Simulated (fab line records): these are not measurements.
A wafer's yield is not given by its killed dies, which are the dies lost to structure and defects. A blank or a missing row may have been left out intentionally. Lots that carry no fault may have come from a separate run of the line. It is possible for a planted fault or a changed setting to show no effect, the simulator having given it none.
A lot that was struck, set against a sound lot	flow n5Finfet	27 out of 1938 route steps
Sound: these wafers, L507.1, L507.3, L507.5. Struck: wafers L519.2, L519.3, L519.5. Last of all comes the cause.
Per side, at each step with rows, come the tool, then ch with its chambers, and then its first start. Under that, the readings that differ: sound wafers	struck wafers	difference of the means	sigmas: that difference in standard deviations of wafers without a fault.
alike: readings with means less than 2 such deviations apart, plus words and numbers identical on both sides. not compared: withheld readings, readings lacking a value on some wafer, bounds such as >300 that could conceal the same value, and numbers that have no deviation in the record and whose values overlap.
A row with sigmas, a row that says differs or no value, or rows on one side alone: a step with any of these is where the two part. Numbers that have no deviation but don't overlap get no sigmas and don't part them. A reading missing from all wafers of one side parts the sides only when that side holds two or more wafers.

first, 7 steps without rows for these wafers: N5_BEOL_M0_SAQP_COAT_82 (time 60 s, resist thk 30 nm); N5_BEOL_M0_SAQP_COAT_08 (resist thk 90 nm); N5_BEOL_M0_SAQP_EBR_10; N5_BEOL_M0_SAQP_SOFTBAKE_09 (time 60 s); N5_BEOL_M0_SAQP_EXPOSE_11 (exposes mask M0 CORE, target cd 42 nm); N5_BEOL_M0_SAQP_PEB_12 (peb time 60 s); N5_BEOL_M0_SAQP_DEVELOP_13 (develop time 30 s).
N5_BEOL_M0_SAQP_CD_MEAS_14 targets a cd of 42.5 nm.
  sound on cdSem-02 ch 0, day 6 19:17; struck on cdSem-01 ch 0, day 9 19:17
  alike: cdNm
N5_BEOL_M0_SAQP_OVL_MEAS_15:
  sound on overlay-01 ch 0, day 6 19:19; struck on overlay-01 ch 0, day 9 19:19
  alike: M0_CORE_OVL
N5_BEOL_M0_SAQP_INSPECT_16: inspects for defects (brightfield).
  sound: defectInspect-01 at day 6 19:20; struck: defectInspect-02 at day 9 19:20
  alike: rawDefectCount
N5_BEOL_M0_SAQP_DESCUM_19: chemistry O2, time 7.9 s.
  sound on rieDiel-03 ch 1,2, day 6 19:22; struck on rieDiel-04 ch 1,2, day 9 19:22
  alike: drypumpMotorCurrentA, oesProductAu, rfVppV, showerheadPlenumPTorr, throttleValvePct
  not compared: rfHoursCounterH
N5_BEOL_M0_SAQP_ETCH_83: etches SiARC in CF4, target depth 39 nm, time 65 s.
  sound on rieDiel-03 ch 1,2, day 6 19:25; struck on rieDiel-04 ch 1,2, day 9 19:25
  alike: biasW, cf4FlowSccm, drypumpMotorCurrentA, etchRfOnTimeS, mfcArSccm, oesProductAu, rfVppV, showerheadPlenumPTorr, throttleValvePct
  not compared: rfHoursCounterH
N5_BEOL_M0_SAQP_ETCH_84: etches SOC in N2/H2, target depth 100 nm, overetch 20 nm, time 150 s.
  sound on rieDiel-03 ch 1,2, day 6 19:28; struck on rieDiel-04 ch 1,2, day 9 19:28
  no value came back on the struck wafers for any of 7 readings (biasW (W), chamberPressureMTorr (mTorr) and others); on the sound wafers biasW (W) reads 149.8 149.3 149.2
reading	sound	struck	difference	sigmas
model.CAR-ArF_of_BEOL_M0_SAQP_COAT_08.thkNm (nm)	0 0 0	55.6 56 55.8	+55.8	
model.SiARC_of_BEOL_M0_SAQP_COAT_82.thkNm (nm)	24.2 24.4 24.4	30 29.8 30	+6	
  not compared: rfHoursCounterH
then, 1 step without rows for these wafers: N5_BEOL_M0_SAQP_STRIP_80 (strips in N2/H2).
N5_BEOL_M0_SAQP_HM_OPEN_112: chemistry CHF3/O2, target SiO2, stops on a-Si, target depth 12 nm, time 13.5 s.
  sound on rieDiel-03 ch 1,2, day 6 19:34; struck on rieDiel-04 ch 1,2, day 9 19:34
reading	sound	struck	difference	sigmas
oesProductAu (a.u.)	0.62 0.49 0.50	0.25 0.30 0.25	-0.27	-5
model.SiARC_of_BEOL_M0_SAQP_COAT_82.thkNm (nm)	4.4 5 4.8	11 10.6 11	+6	
  alike: drypumpMotorCurrentA, mfcArSccm, rfVppV, showerheadPlenumPTorr, throttleValvePct
  not compared: rfHoursCounterH
then, 1 step without rows for these wafers: N5_BEOL_M0_SAQP_STRIP_113 (strips in CHF3/O2).
N5_BEOL_M0_SAQP_MANDREL_ETCH_20: etches a-Si in HBr/Cl2, stops on SiNx, target depth 60 nm, bt time 10 s, time 30 s.
  sound on rieSi-06 ch 0,1,2, day 6 19:39; struck on rieSi-06 ch 1,2,3, day 9 19:39
reading	sound	struck	difference	sigmas
oesProductAu (a.u.)	0.790 0.760 0.758	0.314 0.340 0.339	-0.438	-31
throttleValvePct (%)	35.45 35.27 35.83	36.70 36.30 35.77	+0.74	+3
  alike: HBr_flow_sccm, biasW, drypumpMotorCurrentA
  not compared: rfHoursCounterH
N5_BEOL_M0_SAQP_STRIP_86: strips in N2/H2.
  sound on rieDiel-03 ch 0,1, day 6 19:44; struck on rieDiel-06 ch 2,3, day 9 19:45
  alike: drypumpMotorCurrentA, oesProductAu, rfVppV, showerheadPlenumPTorr, throttleValvePct
  not compared: rfHoursCounterH
then, 2 steps without rows for these wafers: N5_BEOL_M0_SAQP_STRIP_115 (strips in post etch residue remover, time 60 s); N5_BEOL_M0_SAQP_SRD_93 (time 30 s).
N5_BEOL_M0_SAQP_RECESS_114: chemistry HF/NH3, target SiO2, target depth 14.4 nm, afs cycles 3, sublimation time 60 s.
  sound on vaporEtch-02 ch 0,1, day 6 19:52; struck on vaporEtch-02 ch 0,1, day 9 19:53
  alike: drypumpMotorCurrentA
N5_BEOL_M0_SAQP_SPACER1_ALD_98: deposits SiO2, target thk 12.8 nm, pulse time 1 s, purge time 2 s.
  sound on aldSin-04 ch 0,1,2, day 6 20:16; struck on aldSin-02 ch 0,1,2, day 9 20:23
  alike: heaterPowerW, precursorPulseHeightRel
N5_BEOL_M0_SAQP_SPACER1_ETCHBACK_99: etches SiO2 in CHF3/O2, target depth 15.4 nm, time 7.7 s.
  sound on rieDiel-04 ch 0,2,3, day 6 20:55; struck on rieDiel-06 ch 1,2,3, day 9 21:11
reading	sound	struck	difference	sigmas
oesProductAu (a.u.)	0.80 0.83 0.66	0.30 0.34 0.26	-0.46	-5
  alike: drypumpMotorCurrentA, mfcArSccm, rfVppV, showerheadPlenumPTorr, throttleValvePct
  not compared: rfHoursCounterH
N5_BEOL_M0_SAQP_MANDREL1_REMOVE_100: chemistry HBr/Cl2/O2, target a-Si, stops on SiNx, bt time 10 s.
  sound on rieSi-05 ch 0,3, day 6 20:59; struck on rieSi-06 ch 1,2,3, day 9 21:16
reading	sound	struck	difference	sigmas
oesProductAu (a.u.)	1.000 0.998 0.994	0.378 0.375 0.384	-0.618	-31
  alike: drypumpMotorCurrentA, throttleValvePct
  not compared: rfHoursCounterH
N5_BEOL_M0_SAQP_CD_MEAS_25 targets a cd of 13.1 nm.
  sound on cdSem-03 ch 0, day 6 21:06; struck on cdSem-01 ch 0, day 9 21:23
reading	sound	struck	difference	sigmas
cdNm (nm)	12.69 12.49 13.02	- - -	no value on the struck wafers	
then, 1 step without rows for these wafers: N5_BEOL_M0_SAQP_ETCH_101 (etches SiNx in CH3F/O2, target depth 29.9 nm, time 42.7 s).
N5_BEOL_M4_RC_MEAS_101:
  the record has rows for the sound wafers here (prober-02 ch 0, day 9 09:36) and none for the struck ones

## WHERE THEY PART
Earliest at N5_BEOL_M0_SAQP_ETCH_84; latest, in this record, at N5_BEOL_M4_RC_MEAS_101.

WHY: what the simulator had put in
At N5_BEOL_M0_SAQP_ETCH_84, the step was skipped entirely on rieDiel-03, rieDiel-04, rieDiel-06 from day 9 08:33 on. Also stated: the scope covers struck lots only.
